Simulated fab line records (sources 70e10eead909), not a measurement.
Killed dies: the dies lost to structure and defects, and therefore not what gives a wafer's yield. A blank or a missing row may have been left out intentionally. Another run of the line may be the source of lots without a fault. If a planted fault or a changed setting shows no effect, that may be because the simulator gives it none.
Which tool was responsible?	flow nand harc	15 lots, 44 wafers sampled, at 4 steps of a route of 1302

## WHAT THE GAUGES READ, wafer by wafer
Not one reading of a measure or inspect step in the record can be checked against a usual standard deviation.

## WHAT TOOL EACH LOT RAN ON (gives the tool, then ch and the chambers of the sampled wafers, and finally the start)
lot	NHARC_A_STAIRCASE_DESCUM_11	NHARC_A_STAIRCASE_TRIM_18	NHARC_A_STAIRCASE_TRIM_20	NHARC_A_STAIRCASE_ETCH_21
L731	rie diel-03 ch 0,1,3, day 15 10:46	rie diel-03 ch 0,1,3, day 15 11:52	rie diel-03 ch 0,1,3, day 15 12:14	rie diel-03 ch 0,1,3, no start
L730	rie diel-05 ch 1,2, day 15 17:02	rie diel-05 ch 1,2, day 15 18:11	rie diel-03 ch 0,3, day 15 18:33	rie diel-03 ch 0,1, no start
L735	rie diel-03 ch 0,2, day 17 10:04	rie diel-03 ch 1,2,3, day 17 11:01	rie diel-07 ch 0,3, day 17 11:21	rie diel-07 ch 1,2,3, no start
L734	rie diel-03 ch 0,1,2, day 17 10:20	rie diel-03 ch 1,3, day 17 11:13	rie diel-03 ch 1,3, day 17 11:33	rie diel-03 ch 2,3, no start
L737	rie diel-05 ch 0,2,3, day 18 08:49	rie diel-05 ch 0,2, day 18 10:25	rie diel-05 ch 1,2, day 18 10:44	rie diel-05 ch 0,2,3, no start
L736	rie diel-07 ch 0,1,2, day 18 12:28	rie diel-07 ch 0,1, day 18 13:38	rie diel-03 ch 1,2, day 18 13:59	rie diel-03 ch 2, day 18 14:20
L740	rie diel-07 ch 0,2,3, day 20 02:54	rie diel-07 ch 0,2,3, day 20 03:59	rie diel-07 ch 1,2,3, day 20 04:28	rie diel-07 ch 0,2,3, no start
L741	rie diel-03 ch 0,1,3, day 20 16:32	rie diel-03 ch 0,2,3, day 20 17:40	rie diel-03 ch 0,1,3, day 20 18:02	rie diel-03 ch 0,2, no start
L742	rie diel-03 ch 2,3, day 20 22:53	rie diel-03 ch 0,2, day 20 23:49	rie diel-07 ch 0,3, day 21 00:20	rie diel-07 ch 0,1,2, no start
L743	rie diel-03 ch 0,2,3, day 21 05:34	rie diel-03 ch 2,3, day 21 06:20	rie diel-05 ch 0,1, day 21 06:40	rie diel-05 ch 0,2, no start
L744	rie diel-05 ch 1,2,3, day 21 15:41	rie diel-05 ch 0,1,2, day 21 16:28	rie diel-05 ch 0,3, day 21 16:46	rie diel-05 ch 0,1,3, no start
L748	rie diel-05 ch 1,2,3, day 22 18:08	rie diel-05 ch 0,1, day 22 18:54	rie diel-07 ch 0,1,3, day 22 19:17	rie diel-07 ch 0,1,2, no start
L747	rie diel-05 ch 1,2,3, day 22 19:22	rie diel-05 ch 0,2, day 22 20:10	rie diel-05 ch 2,3, day 22 20:30	rie diel-05 ch 1,3, no start
L750	rie diel-05 ch 1,2, day 24 11:01	rie diel-05 ch 1,3, day 24 11:47	rie diel-07 ch 1,3, day 24 12:06	rie diel-07 ch 0,2, no start
L753	rie diel-03 ch 2,3, day 24 18:28	rie diel-03 ch 1,3, day 24 19:40	rie diel-07 ch 0,2,3, day 24 20:02	rie diel-07 ch 1,3, no start
- NHARC_A_STAIRCASE_DESCUM_11: chemistry O2, time 3 s.
- NHARC_A_STAIRCASE_TRIM_18: chemistry O2, time 211.2 s.
- NHARC_A_STAIRCASE_TRIM_20: chemistry O2, time 211.2 s.
- NHARC_A_STAIRCASE_ETCH_21: etches the open film in C4F8/O2, target depth 100 nm, time 40.5 s.

## AS READ BY THE TOOLS THEMSELVES (means over the sampled wafers that have a number; for cases with no such wafer, the mark the record gives instead)
NHARC_A_STAIRCASE_DESCUM_11.
lot	tool	drypump motor current A (A)	oes product au (a.u.)	rf vpp V (V)	showerhead plenum p Torr (Torr)	throttle valve pct (%)
L731	rie diel-03	6.2	1.004	58.0	1.88	11.299
L730	rie diel-05	6.0	1.008	57.6	1.98	11.319
L735	rie diel-03	5.8	0.999	58.2	1.88	11.309
L734	rie diel-03	5.9	1.012	57.7	1.88	11.310
L737	rie diel-05	5.4	0.994	57.3	1.99	11.315
L736	rie diel-07	5.8	1.004	57.3	1.94	11.313
L740	rie diel-07	5.9	0.998	57.7	1.91	11.315
L741	rie diel-03	6.1	1.012	57.7	1.97	11.310
L742	rie diel-03	6.2	1.008	58.3	2.05	11.307
L743	rie diel-03	6.1	1.010	58.7	1.96	11.314
L744	rie diel-05	5.7	0.989	58.4	1.93	11.307
L748	rie diel-05	5.7	0.997	57.7	1.93	11.320
L747	rie diel-05	5.7	0.991	57.2	1.93	11.301
L750	rie diel-05	5.8	0.990	58.6	1.93	11.320
L753	rie diel-03	6.2	1.009	57.4	2.04	11.308

NHARC_A_STAIRCASE_TRIM_18.
lot	tool	drypump motor current A (A)	oes product au (a.u.)	rf vpp V (V)	showerhead plenum p Torr (Torr)	throttle valve pct (%)
L731	rie diel-03	6.1	1.000	57.1	3.47	17.036
L730	rie diel-05	6.0	1.006	58.3	3.65	17.032
L735	rie diel-03	6.3	1.005	57.9	3.62	17.031
L734	rie diel-03	6.5	1.001	57.9	3.62	17.043
L737	rie diel-05	5.7	0.984	58.7	3.72	17.029
L736	rie diel-07	5.9	1.000	57.9	3.74	17.034
L740	rie diel-07	6.0	0.993	57.6	3.53	17.027
L741	rie diel-03	6.1	1.009	58.3	3.61	17.041
L742	rie diel-03	5.8	1.008	57.4	3.45	17.034
L743	rie diel-03	6.4	1.007	59.0	3.76	17.031
L744	rie diel-05	5.5	1.008	57.9	3.57	17.039
L748	rie diel-05	5.2	1.059	57.3	3.43	17.036
L747	rie diel-05	5.2	1.055	58.4	3.64	17.051
L750	rie diel-05	5.4	1.095	57.4	3.44	17.040
L753	rie diel-03	6.4	1.003	58.9	3.77	17.040

NHARC_A_STAIRCASE_TRIM_20.
lot	tool	drypump motor current A (A)	oes product au (a.u.)	rf vpp V (V)	showerhead plenum p Torr (Torr)	throttle valve pct (%)
L731	rie diel-03	6.1	0.995	57.2	3.47	17.037
L730	rie diel-03	6.0	0.993	57.2	3.48	17.032
L735	rie diel-07	6.0	0.991	57.8	3.65	17.031
L734	rie diel-03	6.5	1.002	57.4	3.62	17.035
L737	rie diel-05	6.0	0.991	58.2	3.64	17.031
L736	rie diel-03	6.1	1.006	57.0	3.44	17.026
L740	rie diel-07	5.9	0.997	57.6	3.57	17.034
L741	rie diel-03	6.2	1.002	57.8	3.63	17.037
L742	rie diel-07	6.1	0.994	58.0	3.63	17.029
L743	rie diel-05	5.0	1.007	58.1	3.51	17.035
L744	rie diel-05	4.9	1.002	57.9	3.58	17.048
L748	rie diel-07	5.9	0.997	58.7	3.67	17.027
L747	rie diel-05	5.9	0.989	58.1	3.68	17.029
L750	rie diel-07	5.9	1.008	58.5	3.68	17.032
L753	rie diel-07	5.9	0.994	58.1	3.50	17.033

NHARC_A_STAIRCASE_ETCH_21.
lot	tool	oes product au (a.u.)	rf vpp V (V)
L731	rie diel-03	0.943	894
L730	rie diel-03	0.958	887
L735	rie diel-07	0.965	898
L734	rie diel-03	0.951	904
L737	rie diel-05	0.933	901
L736	rie diel-03	0.961	905
L740	rie diel-07	0.931	896
L741	rie diel-03	0.958	892
L742	rie diel-07	0.976	897
L743	rie diel-05	0.970	900
L744	rie diel-05	0.948	896
L748	rie diel-07	0.969	897
L747	rie diel-05	0.953	892
L750	rie diel-07	0.970	892
L753	rie diel-07	0.971	902

## THE ANSWER, worked out from the rows above alone
Rule: usual is defined by the lots themselves. The widest of any qualifying gaps counts: lots, ordered by their means at a reading, are off when they make up no more than a third of the lots, leave a main group of 4 or more, and stand apart from it by 3 or more times the standard deviation of that group's means. A main group is skipped when, at the precision printed for the reading in the tables above, its means are all equal. A lot without any number at a reading at which 4 lots or more have one is off too. Where the step has rows for the other lots, those lots are counted as sound. After the gauges, taken in route order, come the tools' own readings; for these a lot's mean is taken, as printed above. The first step at which some lot is off is used, and at that step the reading that is off furthest; a lot without a number counts as furthest.
Off: L748, L747, L750, at NHARC_A_STAIRCASE_TRIM_18 (oes product au). The main group has a mean of 1.002 a.u. with a standard deviation of 0.007.
A tool fits if, at that step or a process step before it, it ran every lot that is off, and no sound lot after the first of them. One candidate fits, namely rie diel-05 at NHARC_A_STAIRCASE_DESCUM_11 and NHARC_A_STAIRCASE_TRIM_18. At NHARC_A_STAIRCASE_DESCUM_11 its last sound lot is L744 (day 21 15:41), its first lot that is off L748 (day 22 18:08): a fault that began between those two fits.

## WHAT HAD BEEN PUT IN BY THE SIMULATOR
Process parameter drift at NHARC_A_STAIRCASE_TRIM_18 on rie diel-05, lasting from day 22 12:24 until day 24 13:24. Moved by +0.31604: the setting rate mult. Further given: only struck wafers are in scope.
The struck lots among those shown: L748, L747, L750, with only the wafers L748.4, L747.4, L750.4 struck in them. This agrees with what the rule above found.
